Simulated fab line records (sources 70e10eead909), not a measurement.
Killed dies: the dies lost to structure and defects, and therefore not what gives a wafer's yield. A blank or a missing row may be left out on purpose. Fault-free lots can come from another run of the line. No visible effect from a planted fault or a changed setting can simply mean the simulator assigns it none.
Struck lot and sound lot, side by side :: flow nand_harc :: 34 out of 1302 route steps
Sound: wafers L832.1, L832.3, L832.6. The struck wafers were L850.1, L850.3, L850.6. The cause is named last.
For every step that has rows: the tool of each side, followed by ch and its chambers, followed by its first start. Under that, the readings that differ: sound wafers :: struck wafers :: difference of the means :: sigmas: that difference in standard deviations of wafers without a fault.
alike: a reading whose means differ by less than 2 such deviations, as well as words and numbers matching on both sides. not compared: withheld readings; readings where some wafer has no value; bounds like >300 that might hide an equal value; numbers whose values overlap and for which the record gives no deviation.
A row with sigmas, a row that says differs or no value, or rows on one side alone: a step with any of these is where the two part. Numbers that have no deviation but don't overlap get no sigmas and don't part them. A reading that every wafer of one side lacks parts them only if that side has two wafers or more.

first, 2 steps without rows for these wafers: NHARC_A_SLIT_PRECLEAN_19 (cleans in SC1); NHARC_A_SLIT_SRD_20.
NHARC_A_SLIT_CD_MEAS_21:
  struck on cd_sem-02, day 28 02:46; sound on cd_sem-03, day 19 20:31
  alike: cd_nm
then, 3 steps without rows for these wafers: NHARC_A_SIN_REMOVE_WET_00 (chemistry H3PO4, time 15300 s); NHARC_A_SIN_REMOVE_PRECLEAN_01 (cleans in SC1); NHARC_A_SIN_REMOVE_SRD_02.
NHARC_A_SIN_REMOVE_INSPECT_04:
  struck on defect_inspect-02, day 28 09:23; sound on defect_inspect-01, day 20 03:08
  alike: raw_defect_count
then, 1 step without rows for these wafers: NHARC_A_WL_FILL_ALD_00 (deposits Al2O3, target thk 3 nm, pulse time 3 s, ald cycles 30).
NHARC_A_WL_FILL_RTA_01: time 5 s.
  sound on rtp_anneal-01 ch 0, day 20 03:29; struck on rtp_anneal-02 ch 0, day 28 09:43
  alike: lamp_power_pct, wafer_temp_C_max
then, 1 step without rows for these wafers: NHARC_A_WL_FILL_ALD_02 (deposits TiN, target thk 2 nm, pulse time 3 s, ald cycles 100).
NHARC_A_WL_FILL_CVD_03: deposits W, target thk 40 nm, time 279 s.
  sound on cvd_w-01 ch 1, day 20 04:33; struck on cvd_w-02 ch 0,1, day 28 10:22
  alike: heater_power_w, throttle_valve_pct
then, 1 step without rows for these wafers: NHARC_A_WL_FILL_ETCHBACK_04 (etches the open film in NF3, target depth 60 nm, time 120 s).
NHARC_A_WL_FILL_ETCHBACK_05: etches the open film in Cl2/BCl3, target depth 22 nm, time 60 s.
  sound on rie_metal-01 ch 0,1, day 20 05:10; struck on rie_metal-02 ch 0,1, day 28 10:59
  alike: drypump_motor_current_A, oes_product_au, temp_c
  not compared: rf_hours_counter_h
NHARC_A_WL_FILL_STRIP_27: strips in N2/H2, time 20 s.
  sound on plasma_asher-02 ch 0,1, day 20 05:19; struck on plasma_asher-01 ch 0,1, day 28 11:08
  alike: drypump_motor_current_A, heater_power_w, temp_c
  not compared: rf_hours_counter_h
then, 4 steps without rows for these wafers: NHARC_A_WL_FILL_STRIP_28 (strips in post etch residue remover, time 1200 s); NHARC_A_WL_FILL_PRECLEAN_06 (cleans in DIW, time 300 s); NHARC_A_WL_FILL_SRD_07; NHARC_A_WL_FILL_ANNEAL_08 (time 1800 s).
NHARC_A_WL_FILL_ALD_10: deposits SiO2, target thk 50 nm, pulse time 10 s, ald cycles 500.
  sound on ald_hk-04 ch 1,3, day 20 10:43; struck on ald_hk-03 ch 1,2,3, day 28 18:13
  alike: heater_power_w, precursor_pulse_height_rel
then, 10 steps without rows for these wafers: NHARC_A_WL_FILL_ETCHBACK_16 (etches the open film in C4F8/O2/Ar, target depth 120 nm, time 24 s); NHARC_A_WL_FILL_STRIP_29 (strips in O2, time 20 s); NHARC_A_WL_FILL_ETCHBACK_17 (etches the open film in Cl2/BCl3, target depth 4 nm, time 26.7 s); NHARC_A_WL_FILL_PRECLEAN_18 (cleans in dHF, time 30 s); NHARC_A_WL_FILL_SRD_21; NHARC_A_WL_FILL_CVD_23 (deposits poly-Si, target thk 40 nm, time 800 s); NHARC_A_WL_FILL_ETCHBACK_26 (etches the open film in HBr, target depth 52 nm, time 13.3 s); NHARC_A_WL_FILL_PRECLEAN_30 (cleans in dHF, time 10 s); NHARC_A_WL_FILL_SRD_14; NHARC_A_WL_FILL_ALD_19 (deposits TiN, target thk 2 nm, pulse time 3 s, ald cycles 100).
NHARC_A_WL_FILL_CVD_20: deposits W, target thk 100 nm, time 74 s.
  sound on cvd_w-01 ch 0,1; struck on cvd_w-01 ch 0,1
  alike: heater_power_w, throttle_valve_pct
then, 2 steps without rows for these wafers: NHARC_A_WL_FILL_CMP_12 (polishes, t overpolish 30 s, target thk 100 nm); NHARC_A_WL_FILL_SRD_31.
NHARC_A_WL_FILL_INSPECT_15:
  struck on defect_inspect-01, day 29 05:21; sound on defect_inspect-01, day 20 21:49
reading: raw_defect_count
sound: 1237 729 794
struck: 513 458 557
difference: -411
sigmas: -3
-- record jumps: 4 days between struck wafers' starts before vs after; left off in module A_WL_FILL, resumes in module END, first step shown is number 1302 of the route --
NHARC_END_SORT_01:
  only the struck wafers appear in the record here, on prober-01 ch 0 at day 32 17:45; the sound ones have no rows

## WHERE THEY PART
At NHARC_A_WL_FILL_INSPECT_15 first; at NHARC_END_SORT_01 last (within this record only).

WHY: what had been put in by the simulator
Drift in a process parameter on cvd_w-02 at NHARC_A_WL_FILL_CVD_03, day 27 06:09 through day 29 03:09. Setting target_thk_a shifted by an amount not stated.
